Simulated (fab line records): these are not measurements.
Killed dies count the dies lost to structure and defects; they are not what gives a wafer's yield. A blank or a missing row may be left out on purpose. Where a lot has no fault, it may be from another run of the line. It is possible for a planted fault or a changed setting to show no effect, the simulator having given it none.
The tool behind it: which one? || flow nandHarc || 24 lots, 72 wafers sampled, at 4 steps of a route of 1159

== WHAT THE GAUGES READ, wafer by wafer ==
NHARC_P_STI_OVL_MEAS_10. Usual: overlayXNm -1 nm, standard deviation 6.7; overlayYNm 1 nm, standard deviation 6.5.
{"lot": "L074", "measured": "day 2 08:43", "on": "overlay-01", "overlayXNm (nm)": "2 2 2", "overlayYNm (nm)": "2 2 2", "flag": ""}
{"lot": "L075", "measured": "day 2 19:59", "on": "overlay-01", "overlayXNm (nm)": "5 5 5", "overlayYNm (nm)": "2 3 2", "flag": ""}
{"lot": "L076", "measured": "day 2 20:08", "on": "overlay-01", "overlayXNm (nm)": "9 10 10", "overlayYNm (nm)": "-3 -3 -3", "flag": ""}
{"lot": "L078", "measured": "day 3 07:38", "on": "overlay-01", "overlayXNm (nm)": "3 2 3", "overlayYNm (nm)": "-2 -3 -2", "flag": ""}
{"lot": "L077", "measured": "day 3 07:47", "on": "overlay-01", "overlayXNm (nm)": "-4 -4 -4", "overlayYNm (nm)": "-2 -3 -2", "flag": ""}
{"lot": "L079", "measured": "day 3 16:47", "on": "overlay-01", "overlayXNm (nm)": "-1 -1 -1", "overlayYNm (nm)": "5 5 5", "flag": ""}
{"lot": "L080", "measured": "day 3 22:57", "on": "overlay-01", "overlayXNm (nm)": "3 3 3", "overlayYNm (nm)": "13 14 13", "flag": ""}
{"lot": "L081", "measured": "day 4 06:01", "on": "overlay-01", "overlayXNm (nm)": "-4 -5 -5", "overlayYNm (nm)": "5 5 5", "flag": ""}
{"lot": "L082", "measured": "day 4 12:19", "on": "overlay-02", "overlayXNm (nm)": "-13 -12 -12", "overlayYNm (nm)": "0 0 0", "flag": ""}
{"lot": "L083", "measured": "day 4 16:57", "on": "overlay-01", "overlayXNm (nm)": "-3 -3 -3", "overlayYNm (nm)": "4 4 4", "flag": ""}
{"lot": "L084", "measured": "day 4 23:56", "on": "overlay-01", "overlayXNm (nm)": "-9 -9 -9", "overlayYNm (nm)": "-2 -2 -2", "flag": ""}
{"lot": "L086", "measured": "day 5 08:34", "on": "overlay-02", "overlayXNm (nm)": "-2 -2 -1", "overlayYNm (nm)": "13 13 13", "flag": ""}
{"lot": "L085", "measured": "day 5 08:36", "on": "overlay-02", "overlayXNm (nm)": "12 12 12", "overlayYNm (nm)": "5 5 4", "flag": ""}
{"lot": "L087", "measured": "day 5 19:26", "on": "overlay-02", "overlayXNm (nm)": "2 1 2", "overlayYNm (nm)": "-3 -3 -3", "flag": ""}
{"lot": "L088", "measured": "day 5 19:35", "on": "overlay-01", "overlayXNm (nm)": "-3 -2 -2", "overlayYNm (nm)": "-1 -2 -2", "flag": ""}
{"lot": "L089", "measured": "day 6 06:07", "on": "overlay-02", "overlayXNm (nm)": "-3 -2 -2", "overlayYNm (nm)": "14 13 13", "flag": ""}
{"lot": "L090", "measured": "day 6 11:45", "on": "overlay-02", "overlayXNm (nm)": "-12 -11 -11", "overlayYNm (nm)": "3 3 3", "flag": ""}
{"lot": "L091", "measured": "day 6 18:14", "on": "overlay-02", "overlayXNm (nm)": "7 6 7", "overlayYNm (nm)": "-10 -10 -10", "flag": ""}
{"lot": "L092", "measured": "day 6 23:14", "on": "overlay-01", "overlayXNm (nm)": "-5 -5 -5", "overlayYNm (nm)": "-3 -3 -4", "flag": ""}
{"lot": "L093", "measured": "day 7 05:39", "on": "overlay-02", "overlayXNm (nm)": "-2 -2 -2", "overlayYNm (nm)": "-3 -2 -3", "flag": ""}
{"lot": "L094", "measured": "day 7 12:53", "on": "overlay-02", "overlayXNm (nm)": "-2 -3 -2", "overlayYNm (nm)": "4 5 5", "flag": ""}
{"lot": "L095", "measured": "day 7 16:42", "on": "overlay-01", "overlayXNm (nm)": "7 7 8", "overlayYNm (nm)": "2 2 2", "flag": ""}
{"lot": "L096", "measured": "day 8 01:19", "on": "overlay-01", "overlayXNm (nm)": "-17 -17 -16", "overlayYNm (nm)": "-15 -15 -15", "flag": ""}
{"lot": "L097", "measured": "day 8 01:28", "on": "overlay-02", "overlayXNm (nm)": "0 0 0", "overlayYNm (nm)": "-1 -1 0", "flag": ""}

NHARC_P_CONTACT_OVL_MEAS_13. Usual: overlayXNm 0.0 nm, standard deviation 0.87; overlayYNm -0.1 nm, standard deviation 0.83.
{"lot": "L074", "measured": "day 5 07:27", "on": "overlay-02", "overlayXNm (nm)": "1.5 0.9 1.1", "overlayYNm (nm)": "-0.4 0.3 -0.2", "flag": ""}
{"lot": "L075", "measured": "day 5 18:40", "on": "overlay-02", "overlayXNm (nm)": "-1.2 -1.8 -1.3", "overlayYNm (nm)": "-0.2 -1.0 -0.6", "flag": ""}
{"lot": "L076", "measured": "day 5 17:54", "on": "overlay-01", "overlayXNm (nm)": "0.9 0.7 0.9", "overlayYNm (nm)": "-1.0 -1.3 -1.0", "flag": ""}
{"lot": "L078", "measured": "day 6 09:41", "on": "overlay-01", "overlayXNm (nm)": "1.0 0.8 0.8", "overlayYNm (nm)": "-0.2 -0.6 -0.9", "flag": ""}
{"lot": "L077", "measured": "day 6 10:06", "on": "overlay-01", "overlayXNm (nm)": "0.0 0.4 0.8", "overlayYNm (nm)": "-0.5 -0.1 0.4", "flag": ""}
{"lot": "L079", "measured": "day 6 21:41", "on": "overlay-01", "overlayXNm (nm)": "-1.3 -1.4 -1.3", "overlayYNm (nm)": "-0.2 -0.1 -0.7", "flag": ""}
{"lot": "L080", "measured": "day 7 04:07", "on": "overlay-01", "overlayXNm (nm)": "0.0 -0.3 0.0", "overlayYNm (nm)": "-0.8 -0.8 -0.3", "flag": ""}
{"lot": "L081", "measured": "day 7 03:26", "on": "overlay-01", "overlayXNm (nm)": "-1.7 -1.1 -0.8", "overlayYNm (nm)": "-1.0 -0.7 -0.5", "flag": ""}
{"lot": "L082", "measured": "day 7 17:37", "on": "overlay-02", "overlayXNm (nm)": "0.0 0.5 0.6", "overlayYNm (nm)": "0.8 0.6 0.3", "flag": ""}
{"lot": "L083", "measured": "day 7 17:06", "on": "overlay-01", "overlayXNm (nm)": "-0.3 -0.5 -0.1", "overlayYNm (nm)": "-0.2 0.6 -0.1", "flag": ""}
{"lot": "L084", "measured": "day 8 02:07", "on": "overlay-02", "overlayXNm (nm)": "0.2 0.7 0.7", "overlayYNm (nm)": "0.8 1.2 0.6", "flag": ""}
{"lot": "L086", "measured": "day 8 18:53", "on": "overlay-01", "overlayXNm (nm)": "1.2 1.5 1.5", "overlayYNm (nm)": "-0.2 -1.1 0.0", "flag": ""}
{"lot": "L085", "measured": "day 9 01:24", "on": "overlay-02", "overlayXNm (nm)": "0.3 0.2 0.2", "overlayYNm (nm)": "0.3 0.2 0.3", "flag": ""}
{"lot": "L087", "measured": "day 8 19:37", "on": "overlay-01", "overlayXNm (nm)": "0.0 -1.0 -0.6", "overlayYNm (nm)": "-1.3 -1.7 -1.7", "flag": ""}
{"lot": "L088", "measured": "day 8 19:17", "on": "overlay-01", "overlayXNm (nm)": "1.8 0.8 0.7", "overlayYNm (nm)": "0.1 0.4 -0.3", "flag": ""}
{"lot": "L089", "measured": "day 9 07:32", "on": "overlay-01", "overlayXNm (nm)": "-0.4 -1.2 -0.3", "overlayYNm (nm)": "2.1 2.2 2.5", "flag": ""}
{"lot": "L090", "measured": "day 9 17:38", "on": "overlay-02", "overlayXNm (nm)": "-1.5 -1.0 -1.0", "overlayYNm (nm)": "0.2 -0.6 -0.2", "flag": ""}
{"lot": "L091", "measured": "day 9 19:35", "on": "overlay-02", "overlayXNm (nm)": "0.5 0.0 0.3", "overlayYNm (nm)": "0.4 1.0 -0.1", "flag": ""}
{"lot": "L092", "measured": "day 9 19:16", "on": "overlay-01", "overlayXNm (nm)": "-1.1 -0.4 -0.2", "overlayYNm (nm)": "1.2 1.0 1.5", "flag": ""}
{"lot": "L093", "measured": "day 10 06:01", "on": "overlay-01", "overlayXNm (nm)": "-1.3 -0.8 -1.3", "overlayYNm (nm)": "-0.2 -0.4 -0.3", "flag": ""}
{"lot": "L094", "measured": "day 10 14:38", "on": "overlay-01", "overlayXNm (nm)": "0.1 -0.1 0.7", "overlayYNm (nm)": "-0.9 -1.1 -0.6", "flag": ""}
{"lot": "L095", "measured": "day 10 22:47", "on": "overlay-01", "overlayXNm (nm)": "0.0 0.6 0.2", "overlayYNm (nm)": "-0.5 -0.6 0.2", "flag": ""}
{"lot": "L096", "measured": "day 10 23:51", "on": "overlay-01", "overlayXNm (nm)": "-0.1 0.2 -0.4", "overlayYNm (nm)": "0.4 0.4 1.0", "flag": ""}
{"lot": "L097", "measured": "day 10 22:29", "on": "overlay-01", "overlayXNm (nm)": "0.3 0.0 0.4", "overlayYNm (nm)": "-0.3 -1.3 -0.3", "flag": ""}

== WHICH TOOL RAN EACH LOT (tool, then ch and the chambers of the sampled wafers, then the start) ==
{"lot": "L074", "NHARC_P_GATE_HM_DEP_102": "aclDep-01 ch 0, day 4 09:38", "NHARC_P_GATE_STRIP_112": "plasmaAsher-02 ch 0,1, day 5 01:18"}
{"lot": "L075", "NHARC_P_GATE_HM_DEP_102": "aclDep-02 ch 0, day 4 20:11", "NHARC_P_GATE_STRIP_112": "plasmaAsher-01 ch 0,1, day 5 12:31"}
{"lot": "L076", "NHARC_P_GATE_HM_DEP_102": "aclDep-03 ch 0, day 4 19:59", "NHARC_P_GATE_STRIP_112": "plasmaAsher-02 ch 0,1, day 5 11:56"}
{"lot": "L078", "NHARC_P_GATE_HM_DEP_102": "aclDep-01 ch 0, day 5 11:45", "NHARC_P_GATE_STRIP_112": "plasmaAsher-02 ch 0,1, day 6 03:23"}
{"lot": "L077", "NHARC_P_GATE_HM_DEP_102": "aclDep-02 ch 0, day 5 11:45", "NHARC_P_GATE_STRIP_112": "plasmaAsher-01 ch 0,1, day 6 03:37"}
{"lot": "L079", "NHARC_P_GATE_HM_DEP_102": "aclDep-03 ch 0, day 6 00:03", "NHARC_P_GATE_STRIP_112": "plasmaAsher-02 ch 0, day 6 15:37"}
{"lot": "L080", "NHARC_P_GATE_HM_DEP_102": "aclDep-03 ch 0, day 6 05:20", "NHARC_P_GATE_STRIP_112": "plasmaAsher-01 ch 0,1, day 6 21:40"}
{"lot": "L081", "NHARC_P_GATE_HM_DEP_102": "aclDep-02 ch 0, day 6 05:26", "NHARC_P_GATE_STRIP_112": "plasmaAsher-02 ch 0,1, day 6 21:26"}
{"lot": "L082", "NHARC_P_GATE_HM_DEP_102": "aclDep-03 ch 0, day 6 19:09", "NHARC_P_GATE_STRIP_112": "plasmaAsher-01 ch 0,1, day 7 11:44"}
{"lot": "L083", "NHARC_P_GATE_HM_DEP_102": "aclDep-02 ch 0, day 6 19:11", "NHARC_P_GATE_STRIP_112": "plasmaAsher-01 ch 0,1, day 7 11:13"}
{"lot": "L084", "NHARC_P_GATE_HM_DEP_102": "aclDep-02 ch 0, day 7 04:11", "NHARC_P_GATE_STRIP_112": "plasmaAsher-02 ch 0,1, day 7 20:11"}
{"lot": "L086", "NHARC_P_GATE_HM_DEP_102": "aclDep-03 ch 0, day 7 20:25", "NHARC_P_GATE_STRIP_112": "plasmaAsher-02 ch 0,1, day 8 12:53"}
{"lot": "L085", "NHARC_P_GATE_HM_DEP_102": "aclDep-02 ch 0, day 7 20:51", "NHARC_P_GATE_STRIP_112": "plasmaAsher-01 ch 0,1, day 8 19:31"}
{"lot": "L087", "NHARC_P_GATE_HM_DEP_102": "aclDep-01 ch 0, day 7 20:04", "NHARC_P_GATE_STRIP_112": "plasmaAsher-02 ch 0,1, day 8 13:53"}
{"lot": "L088", "NHARC_P_GATE_HM_DEP_102": "aclDep-01 ch 0, day 7 20:43", "NHARC_P_GATE_STRIP_112": "plasmaAsher-02 ch 0,1, day 8 13:21"}
{"lot": "L089", "NHARC_P_GATE_HM_DEP_102": "aclDep-03 ch 0, day 8 09:37", "NHARC_P_GATE_STRIP_112": "plasmaAsher-02 ch 0,1, day 9 01:24"}
{"lot": "L090", "NHARC_P_GATE_HM_DEP_102": "aclDep-02 ch 0, day 8 20:06", "NHARC_P_GATE_STRIP_112": "plasmaAsher-01 ch 0,1, day 9 11:42"}
{"lot": "L091", "NHARC_P_GATE_HM_DEP_102": "aclDep-03 ch 0, day 8 21:00", "NHARC_P_GATE_STRIP_112": "plasmaAsher-01 ch 0,1, day 9 13:17"}
{"lot": "L092", "NHARC_P_GATE_HM_DEP_102": "aclDep-02 ch 0, day 8 20:45", "NHARC_P_GATE_STRIP_112": "plasmaAsher-02 ch 0,1, day 9 13:04"}
{"lot": "L093", "NHARC_P_GATE_HM_DEP_102": "aclDep-01 ch 0, day 9 08:28", "NHARC_P_GATE_STRIP_112": "plasmaAsher-02 ch 0,1, day 10 00:03"}
{"lot": "L094", "NHARC_P_GATE_HM_DEP_102": "aclDep-01 ch 0, day 9 14:50", "NHARC_P_GATE_STRIP_112": "plasmaAsher-02 ch 0,1, day 10 08:46"}
{"lot": "L095", "NHARC_P_GATE_HM_DEP_102": "aclDep-01 ch 0, day 10 00:40", "NHARC_P_GATE_STRIP_112": "plasmaAsher-01 ch 1, day 10 16:38"}
{"lot": "L096", "NHARC_P_GATE_HM_DEP_102": "aclDep-01 ch 0, day 10 01:31", "NHARC_P_GATE_STRIP_112": "plasmaAsher-02 ch 0,1, day 10 17:32"}
{"lot": "L097", "NHARC_P_GATE_HM_DEP_102": "aclDep-03 ch 0, day 10 00:40", "NHARC_P_GATE_STRIP_112": "plasmaAsher-01 ch 0,1, day 10 16:18"}
- NHARC_P_GATE_HM_DEP_102: deposits aC, target thk 120 nm.
- NHARC_P_GATE_STRIP_112: strips in N2/H2, time 200 s.

== AS READ BY THE TOOLS THEMSELVES (means over the sampled wafers that have a number; for cases with no such wafer, the mark the record gives instead) ==
NHARC_P_GATE_HM_DEP_102. Usual: throttleValvePct 35.001 %, standard deviation 0.0087.
{"lot": "L074", "tool": "aclDep-01", "throttleValvePct (%)": 34.997, "flag": ""}
{"lot": "L075", "tool": "aclDep-02", "throttleValvePct (%)": 35.005, "flag": ""}
{"lot": "L076", "tool": "aclDep-03", "throttleValvePct (%)": 34.994, "flag": ""}
{"lot": "L078", "tool": "aclDep-01", "throttleValvePct (%)": 34.999, "flag": ""}
{"lot": "L077", "tool": "aclDep-02", "throttleValvePct (%)": 34.991, "flag": ""}
{"lot": "L079", "tool": "aclDep-03", "throttleValvePct (%)": 34.999, "flag": ""}
{"lot": "L080", "tool": "aclDep-03", "throttleValvePct (%)": 35.009, "flag": ""}
{"lot": "L081", "tool": "aclDep-02", "throttleValvePct (%)": 34.994, "flag": ""}
{"lot": "L082", "tool": "aclDep-03", "throttleValvePct (%)": 35.012, "flag": ""}
{"lot": "L083", "tool": "aclDep-02", "throttleValvePct (%)": 35.002, "flag": ""}
{"lot": "L084", "tool": "aclDep-02", "throttleValvePct (%)": 35.006, "flag": ""}
{"lot": "L086", "tool": "aclDep-03", "throttleValvePct (%)": 35.004, "flag": ""}
{"lot": "L085", "tool": "aclDep-02", "throttleValvePct (%)": 34.999, "flag": ""}
{"lot": "L087", "tool": "aclDep-01", "throttleValvePct (%)": 34.991, "flag": ""}
{"lot": "L088", "tool": "aclDep-01", "throttleValvePct (%)": 35.002, "flag": ""}
{"lot": "L089", "tool": "aclDep-03", "throttleValvePct (%)": 34.999, "flag": ""}
{"lot": "L090", "tool": "aclDep-02", "throttleValvePct (%)": 34.999, "flag": ""}
{"lot": "L091", "tool": "aclDep-03", "throttleValvePct (%)": 34.994, "flag": ""}
{"lot": "L092", "tool": "aclDep-02", "throttleValvePct (%)": 35.004, "flag": ""}
{"lot": "L093", "tool": "aclDep-01", "throttleValvePct (%)": 35.005, "flag": ""}
{"lot": "L094", "tool": "aclDep-01", "throttleValvePct (%)": 35.003, "flag": ""}
{"lot": "L095", "tool": "aclDep-01", "throttleValvePct (%)": 35.011, "flag": ""}
{"lot": "L096", "tool": "aclDep-01", "throttleValvePct (%)": 34.996, "flag": ""}
{"lot": "L097", "tool": "aclDep-03", "throttleValvePct (%)": 35.003, "flag": ""}

NHARC_P_GATE_STRIP_112. Usual: drypumpMotorCurrentA 5.8 A, standard deviation 0.59; heaterPowerW 89 W, standard deviation 5.6.
{"lot": "L074", "tool": "plasmaAsher-02", "drypumpMotorCurrentA (A)": 6.2, "heaterPowerW (W)": 91, "flag": ""}
{"lot": "L075", "tool": "plasmaAsher-01", "drypumpMotorCurrentA (A)": 5.4, "heaterPowerW (W)": 90, "flag": ""}
{"lot": "L076", "tool": "plasmaAsher-02", "drypumpMotorCurrentA (A)": 6.2, "heaterPowerW (W)": 89, "flag": ""}
{"lot": "L078", "tool": "plasmaAsher-02", "drypumpMotorCurrentA (A)": 5.8, "heaterPowerW (W)": 89, "flag": ""}
{"lot": "L077", "tool": "plasmaAsher-01", "drypumpMotorCurrentA (A)": 5.4, "heaterPowerW (W)": 91, "flag": ""}
{"lot": "L079", "tool": "plasmaAsher-02", "drypumpMotorCurrentA (A)": 5.3, "heaterPowerW (W)": 90, "flag": ""}
{"lot": "L080", "tool": "plasmaAsher-01", "drypumpMotorCurrentA (A)": 5.4, "heaterPowerW (W)": 86, "flag": ""}
{"lot": "L081", "tool": "plasmaAsher-02", "drypumpMotorCurrentA (A)": 5.8, "heaterPowerW (W)": 91, "flag": ""}
{"lot": "L082", "tool": "plasmaAsher-01", "drypumpMotorCurrentA (A)": 5.4, "heaterPowerW (W)": 90, "flag": ""}
{"lot": "L083", "tool": "plasmaAsher-01", "drypumpMotorCurrentA (A)": 5.4, "heaterPowerW (W)": 89, "flag": ""}
{"lot": "L084", "tool": "plasmaAsher-02", "drypumpMotorCurrentA (A)": 6.3, "heaterPowerW (W)": 90, "flag": ""}
{"lot": "L086", "tool": "plasmaAsher-02", "drypumpMotorCurrentA (A)": 6.2, "heaterPowerW (W)": 90, "flag": ""}
{"lot": "L085", "tool": "plasmaAsher-01", "drypumpMotorCurrentA (A)": 5.4, "heaterPowerW (W)": 90, "flag": ""}
{"lot": "L087", "tool": "plasmaAsher-02", "drypumpMotorCurrentA (A)": 5.8, "heaterPowerW (W)": 89, "flag": ""}
{"lot": "L088", "tool": "plasmaAsher-02", "drypumpMotorCurrentA (A)": 6.2, "heaterPowerW (W)": 90, "flag": ""}
{"lot": "L089", "tool": "plasmaAsher-02", "drypumpMotorCurrentA (A)": 5.8, "heaterPowerW (W)": 88, "flag": ""}
{"lot": "L090", "tool": "plasmaAsher-01", "drypumpMotorCurrentA (A)": 5.4, "heaterPowerW (W)": 90, "flag": ""}
{"lot": "L091", "tool": "plasmaAsher-01", "drypumpMotorCurrentA (A)": 5.4, "heaterPowerW (W)": 85, "flag": ""}
{"lot": "L092", "tool": "plasmaAsher-02", "drypumpMotorCurrentA (A)": 5.8, "heaterPowerW (W)": 90, "flag": ""}
{"lot": "L093", "tool": "plasmaAsher-02", "drypumpMotorCurrentA (A)": 6.2, "heaterPowerW (W)": 88, "flag": ""}
{"lot": "L094", "tool": "plasmaAsher-02", "drypumpMotorCurrentA (A)": 5.8, "heaterPowerW (W)": 90, "flag": ""}
{"lot": "L095", "tool": "plasmaAsher-01", "drypumpMotorCurrentA (A)": 5.3, "heaterPowerW (W)": 96, "flag": ""}
{"lot": "L096", "tool": "plasmaAsher-02", "drypumpMotorCurrentA (A)": 5.8, "heaterPowerW (W)": 90, "flag": ""}
{"lot": "L097", "tool": "plasmaAsher-01", "drypumpMotorCurrentA (A)": 5.5, "heaterPowerW (W)": 85, "flag": ""}

== THE ANSWER, worked out from the rows above alone ==
Rule: a lot counts as off when the mean over its wafers that have a number is more than 3 standard deviations away from the usual mean. A lot without any number at a reading at which 4 lots or more have one is off too. Where the step has rows for the other lots, those lots are counted as sound. Order of review: gauges by route order, followed by the tools' own readings, for which a lot's mean as printed above is used. At the first step where some lot is off, the reading lying furthest off is the one used; lots without a number count as furthest.
Across all readings shown, no lot is off: no conclusion can be drawn from this.

== WHAT WAS PUT IN BY THE SIMULATOR ==
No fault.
